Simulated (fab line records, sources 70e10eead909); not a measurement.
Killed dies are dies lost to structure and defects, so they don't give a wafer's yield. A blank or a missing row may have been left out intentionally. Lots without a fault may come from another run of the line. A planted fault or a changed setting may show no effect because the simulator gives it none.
Comparing a struck lot with a sound one	flow nand-harc	18 steps out of a route of 1302
Sound: wafers L134.2, L134.3, L134.6. The struck wafers were L146.1, L146.3, L146.6. The cause is given at the end.
For every step that has rows: the tool of each side, followed by ch and its chambers, followed by its first start. Under that, the readings that differ: sound wafers	struck wafers	difference of the means	sigmas: that difference in standard deviations of wafers without a fault.
alike: a reading whose means differ by less than 2 such deviations, as well as words and numbers matching on both sides. not compared: withheld readings; readings where some wafer has no value; bounds like >300 that might hide an equal value; numbers whose values overlap and for which the record gives no deviation.
Wherever a step has rows on one side only, a row that says differs or no value, or a row with sigmas, the two part there. Numbers that have no deviation but don't overlap get no sigmas and don't part them. Lack of a reading on every wafer of one side parts them only where that side has two or more wafers.

NHARC_P_ZERO_WELL_CD_MEAS_11: the cd target is 500 nm.
  sound on cd-sem-03 ch 0, day 2 17:14; struck on cd-sem-03 ch 0, day 7 17:17
  alike: cd-nm
then, 1 step without rows for these wafers: NHARC_P_ZERO_WELL_HARDBAKE_12 (time 65 s).
NHARC_P_ZERO_WELL_DESCUM_13: chemistry O2, time 3 s.
  sound on rie-diel-09 ch 0,2, day 2 19:30; struck on rie-diel-09 ch 1,2, day 7 17:26
  alike: drypump-motor-current-A, oes-product-au, rf-vpp-V, showerhead-plenum-p-Torr, throttle-valve-pct
  not compared: rf-hours-counter-h
NHARC_P_ZERO_WELL_ETCH_65: etches the open film in N2/H2, target depth 80 nm, overetch 24 nm, time 87.88 s.
  sound on rie-diel-09 ch 0,3, day 2 19:38; struck on rie-diel-09 ch 0,2,3, day 7 17:32
  alike: drypump-motor-current-A, oes-product-au, rf-vpp-V, showerhead-plenum-p-Torr, throttle-valve-pct
  not compared: rf-hours-counter-h
NHARC_P_ZERO_WELL_ETCH_62: etches the open film in CHF3/Ar, target depth 13 nm, time 6.5 s.
  sound: rie-diel-09 ch 0,1,3; struck: rie-diel-09 ch 0,2,3
reading	sound	struck	difference	sigmas
throttle-valve-pct (%)	20.227 20.229 20.232	20.215 20.212 20.198	-0.021	-2
  alike: drypump-motor-current-A, oes-product-au, rf-vpp-V, showerhead-plenum-p-Torr
  not compared: rf-hours-counter-h
NHARC_P_ZERO_WELL_ETCH_63: etches the open film in HBr/Cl2, target depth 120 nm, time 40.1 s.
  sound on rie-si-01 ch 1,3, day 2 19:49; struck on rie-si-02 ch 0,1, day 7 17:42
reading	sound	struck	difference	sigmas
he-backside-leak-sccm (sccm)	4.84 2.59 2.70	2.58 2.63 2.65	-0.76	-3
  alike: drypump-motor-current-A, oes-product-au, throttle-valve-pct
  not compared: rf-hours-counter-h
then, 6 steps without rows for these wafers: NHARC_P_ZERO_WELL_STRIP_15 (strips in SPM, time 900 s); NHARC_P_ZERO_WELL_DEHYDRATE_16 (time 120 s); NHARC_P_ZERO_WELL_HMDS_17 (time 30 s); NHARC_P_ZERO_WELL_COAT_18; NHARC_P_ZERO_WELL_SOFTBAKE_19 (time 95 s); NHARC_P_ZERO_WELL_EBR_20.
NHARC_P_ZERO_WELL_EXPOSE_21: exposes mask P NWELL, target cd 720 nm.
  sound on krf-scanner-04 ch 0, day 2 20:35; struck on krf-scanner-03 ch 0, day 7 18:29
reading	sound	struck	difference	sigmas
mask	P_NWELL#0 P_NWELL#0 P_NWELL#0	P_PWELL#0 P_PWELL#0 P_PWELL#0	differs	
then, 2 steps without rows for these wafers: NHARC_P_ZERO_WELL_PEB_22 (peb time 85 s); NHARC_P_ZERO_WELL_DEVELOP_23 (time 70 s).
NHARC_P_ZERO_WELL_CD_MEAS_24: the cd target is 720 nm.
  sound on cd-sem-01 ch 0, day 2 20:44; struck on cd-sem-03 ch 0, day 7 18:38
reading	sound	struck	difference	sigmas
cd-nm (nm)	720.9 721.1 719.3	- - -	no value on the struck wafers	
then, 1 step without rows for these wafers: NHARC_P_ZERO_WELL_HARDBAKE_25 (time 80 s).
-- jump in the record: it breaks off in module P_ZERO_WELL and resumes in module END (first step shown: number 1302 of the route), and 23 days separate the struck wafers' starts before and after --
NHARC_END_SORT_01:
  only the struck wafers appear in the record here, on prober-01 ch 0 at day 31 02:40; the sound ones have no rows

== WHERE THEY PART ==
Last at NHARC_END_SORT_01 as far as this record goes, first at NHARC_P_ZERO_WELL_ETCH_62.

WHY: what had been put in by the simulator
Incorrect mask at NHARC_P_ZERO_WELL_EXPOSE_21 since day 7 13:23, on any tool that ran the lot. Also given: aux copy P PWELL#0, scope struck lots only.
